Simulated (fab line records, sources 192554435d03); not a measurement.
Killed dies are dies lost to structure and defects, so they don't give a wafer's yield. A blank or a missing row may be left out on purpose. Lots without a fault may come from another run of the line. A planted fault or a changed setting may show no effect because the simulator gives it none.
Chamber matching | flow n5_finfet | N5_BEOL_M4_DEP_57 on pecvd-02: 3 sister chambers
The step deposits SiCN from 3MS/NH3, target thk 8 nm, time 14 s. 6 wafers are shown with their chamber, then 8 later ones without.

WAFERS WITH THEIR CHAMBER
wafer  | chamber | showerhead_plenum_p_Torr (Torr) | throttle_valve_pct (%)
L083.6 | 0       | 3.662                           | 8.9
L087.3 | 2       | 3.646                           | 8.5
L089.4 | 0       | 3.672                           | 9.1
L089.5 | 1       | 3.698                           | 9.0
L089.6 | 2       | 3.635                           | 8.8
L090.1 | 1       | 3.688                           | 9.3

WAFERS WITHOUT THEIR CHAMBER
wafer  | showerhead_plenum_p_Torr (Torr) | throttle_valve_pct (%)
L090.3 | 3.671                           | 8.9
L090.5 | 3.665                           | 8.7
L091.3 | 3.647                           | 8.6
L091.5 | 3.642                           | 8.7
L091.6 | 3.696                           | 9.1
L094.1 | 3.650                           | 8.9
L094.5 | 3.686                           | 9.2
L094.6 | 3.661                           | 8.8

WHICH CHAMBER EACH WENT THROUGH
wafer  | from the rows above     | in truth
L090.3 | 0                       | 0
L090.5 | can't be placed: 0 or 2 | 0
L091.3 | 2                       | 2
L091.5 | 2                       | 2
L091.6 | 1                       | 1
L094.1 | can't be placed: 2 or 0 | 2
L094.5 | can't be placed: 1 or 0 | 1
L094.6 | can't be placed: 0 or 2 | 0
Placed correctly: 4 of 8. Can't be placed from these rows: 4 (the true chamber is among the candidates in 4). Placed wrongly: 0.
How it was worked out, from the rows above alone: a wafer's distance from a chamber is the root of the sum, over the readings, of the square of ((its reading less the chamber's mean) divided by the reading's scatter). The wafer belongs to the nearest chamber; if the next one is less than 2 further off, it can't be placed. A chamber's mean is the mean of its shown wafers. The scatter: the root of (the sum of the squares of (reading less its chamber's mean) over the shown wafers, divided by (wafers less chambers)).
